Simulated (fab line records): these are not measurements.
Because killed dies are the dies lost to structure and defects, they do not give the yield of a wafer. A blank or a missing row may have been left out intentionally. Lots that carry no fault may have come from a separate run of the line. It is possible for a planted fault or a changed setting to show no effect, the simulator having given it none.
Matching of chambers || flow nandHarc || NHARC_P_STI_ETCH_15 on rieSi-01 has 4 sister chambers
The step etches the open film in HBr/Cl2, target depth 300 nm, time 100.1 s. 14 wafers are shown with their chamber, then 7 later ones without.

EACH WAFER AND ITS CHAMBER
{"wafer": "L706.1", "chamber": 1, "drypumpMotorCurrentA (A)": 5.6, "oesProductAu (a.u.)": 1.002, "throttleValvePct (%)": 26.405}
{"wafer": "L706.4", "chamber": 3, "drypumpMotorCurrentA (A)": 6.3, "oesProductAu (a.u.)": 0.987, "throttleValvePct (%)": 26.400}
{"wafer": "L706.5", "chamber": 1, "drypumpMotorCurrentA (A)": 5.6, "oesProductAu (a.u.)": 0.999, "throttleValvePct (%)": 26.396}
{"wafer": "L707.2", "chamber": 1, "drypumpMotorCurrentA (A)": 5.6, "oesProductAu (a.u.)": 1.006, "throttleValvePct (%)": 26.395}
{"wafer": "L707.3", "chamber": 3, "drypumpMotorCurrentA (A)": 6.3, "oesProductAu (a.u.)": 0.987, "throttleValvePct (%)": 26.404}
{"wafer": "L707.4", "chamber": 0, "drypumpMotorCurrentA (A)": 5.6, "oesProductAu (a.u.)": 0.995, "throttleValvePct (%)": 26.402}
{"wafer": "L712.3", "chamber": 2, "drypumpMotorCurrentA (A)": 5.5, "oesProductAu (a.u.)": 1.006, "throttleValvePct (%)": 26.403}
{"wafer": "L712.4", "chamber": 0, "drypumpMotorCurrentA (A)": 5.6, "oesProductAu (a.u.)": 0.998, "throttleValvePct (%)": 26.405}
{"wafer": "L712.6", "chamber": 1, "drypumpMotorCurrentA (A)": 5.6, "oesProductAu (a.u.)": 1.003, "throttleValvePct (%)": 26.408}
{"wafer": "L713.1", "chamber": 1, "drypumpMotorCurrentA (A)": 5.6, "oesProductAu (a.u.)": 0.980, "throttleValvePct (%)": 26.410}
{"wafer": "L713.2", "chamber": 0, "drypumpMotorCurrentA (A)": 5.6, "oesProductAu (a.u.)": 0.993, "throttleValvePct (%)": 26.406}
{"wafer": "L713.6", "chamber": 0, "drypumpMotorCurrentA (A)": 5.6, "oesProductAu (a.u.)": 0.988, "throttleValvePct (%)": 26.384}
{"wafer": "L720.2", "chamber": 1, "drypumpMotorCurrentA (A)": 5.6, "oesProductAu (a.u.)": 0.972, "throttleValvePct (%)": 26.413}
{"wafer": "L720.3", "chamber": 2, "drypumpMotorCurrentA (A)": 5.6, "oesProductAu (a.u.)": 1.004, "throttleValvePct (%)": 26.419}

SIGNATURES (averages over the wafers above)
{"reading": "drypumpMotorCurrentA", "chamber 0": 5.600, "chamber 1": 5.600, "chamber 2": 5.550, "chamber 3": 6.300, "scatter within a chamber": 0.0224}
{"reading": "oesProductAu", "chamber 0": 0.99350, "chamber 1": 0.99367, "chamber 2": 1.00500, "chamber 3": 0.98700, "scatter within a chamber": 0.0102}
{"reading": "throttleValvePct", "chamber 0": 26.39925, "chamber 1": 26.40450, "chamber 2": 26.41100, "chamber 3": 26.40200, "scatter within a chamber": 0.00856}
Rule: for each reading, subtract the chamber's mean from the wafer's reading, divide by that reading's scatter and square the result; add these up over the readings and take the root, which gives the wafer's distance from the chamber. If the next closest chamber is less than 2 further off than the closest, the wafer can't be placed; otherwise it belongs to the closest. How the scatter is found: for the shown wafers, subtract from each reading the mean of its chamber, square and add these, divide the total by (wafers less chambers), then take the root.

WAFERS WITH NO CHAMBER GIVEN
{"wafer": "L720.5", "drypumpMotorCurrentA (A)": 5.5, "oesProductAu (a.u.)": 0.976, "throttleValvePct (%)": 26.401}
{"wafer": "L722.2", "drypumpMotorCurrentA (A)": 6.3, "oesProductAu (a.u.)": 1.002, "throttleValvePct (%)": 26.396}
{"wafer": "L722.4", "drypumpMotorCurrentA (A)": 5.6, "oesProductAu (a.u.)": 1.004, "throttleValvePct (%)": 26.401}
{"wafer": "L722.5", "drypumpMotorCurrentA (A)": 6.3, "oesProductAu (a.u.)": 1.008, "throttleValvePct (%)": 26.399}
{"wafer": "L724.3", "drypumpMotorCurrentA (A)": 5.6, "oesProductAu (a.u.)": 0.997, "throttleValvePct (%)": 26.421}
{"wafer": "L724.4", "drypumpMotorCurrentA (A)": 5.6, "oesProductAu (a.u.)": 1.016, "throttleValvePct (%)": 26.398}
{"wafer": "L724.6", "drypumpMotorCurrentA (A)": 5.6, "oesProductAu (a.u.)": 0.987, "throttleValvePct (%)": 26.407}

THE CHAMBER EACH PASSED THROUGH
{"wafer": "L720.5", "from the rows above": "can't be placed: 2 or 0 or 1", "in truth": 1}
{"wafer": "L722.2", "from the rows above": 3, "in truth": 3}
{"wafer": "L722.4", "from the rows above": "can't be placed: 0 or 1 or 2", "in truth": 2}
{"wafer": "L722.5", "from the rows above": 3, "in truth": 3}
{"wafer": "L724.3", "from the rows above": "can't be placed: 1 or 0 or 2", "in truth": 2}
{"wafer": "L724.4", "from the rows above": "can't be placed: 0 or 1 or 2", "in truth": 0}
{"wafer": "L724.6", "from the rows above": "can't be placed: 1 or 0", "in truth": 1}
Correctly placed: 2 of 7. Unplaceable from these rows: 5, with the true chamber sitting among the candidates in 5. Wrongly placed: 0.
